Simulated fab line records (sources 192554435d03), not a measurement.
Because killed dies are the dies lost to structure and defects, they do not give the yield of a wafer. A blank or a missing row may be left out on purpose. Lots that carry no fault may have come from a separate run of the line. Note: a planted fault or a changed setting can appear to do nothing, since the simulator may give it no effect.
Chamber matching | flow n5-finfet | N5_BEOL_M14_DEP_53 on pecvd-04 has 3 sister chambers
The step deposits SiCN from 3MS/NH3, target thk 50 nm, time 17.8 s. 6 wafers are shown with their chamber, then 7 later ones without.

## WAFERS WITH THEIR CHAMBER
wafer  | chamber | showerhead-vpp-V (V) | showerhead-plenum-p-Torr (Torr)
L087.4 | 1       | 1517                 | 4.18
L089.1 | 0       | 1725                 | 4.16
L089.3 | 2       | 1462                 | 4.14
L089.4 | 1       | 1518                 | 4.17
L094.2 | 2       | 1458                 | 4.13
L094.3 | 0       | 1708                 | 4.17

## WAFERS WHOSE CHAMBER IS MISSING
wafer  | showerhead-vpp-V (V) | showerhead-plenum-p-Torr (Torr)
L094.6 | 1468                 | 4.14
L092.1 | 1450                 | 4.14
L092.3 | 1684                 | 4.17
L092.6 | 1691                 | 4.16
L097.3 | 1686                 | 4.15
L097.5 | 1447                 | 4.15
L097.6 | 1742                 | 4.16

## WHICH CHAMBER EACH WENT THROUGH
wafer  | from the rows above | in truth
L094.6 | 2                   | 2
L092.1 | 2                   | 2
L092.3 | 0                   | 0
L092.6 | 0                   | 0
L097.3 | 0                   | 0
L097.5 | 2                   | 2
L097.6 | 0                   | 0
7 of 7 placed correctly. Left unplaced by these rows: 0. Placed wrongly: 0.
How it was worked out, from the rows above alone: a wafer's distance from a chamber is the root of the sum, over the readings, of the square of ((its reading less the chamber's mean) divided by the reading's scatter). If the next closest chamber is less than 2 further off than the closest, the wafer can't be placed; otherwise it belongs to the closest. A chamber's mean is the mean of its shown wafers. The scatter is the square root of a quotient: the sum, over the shown wafers, of each reading's squared deviation from its chamber's mean, divided by wafers minus chambers.
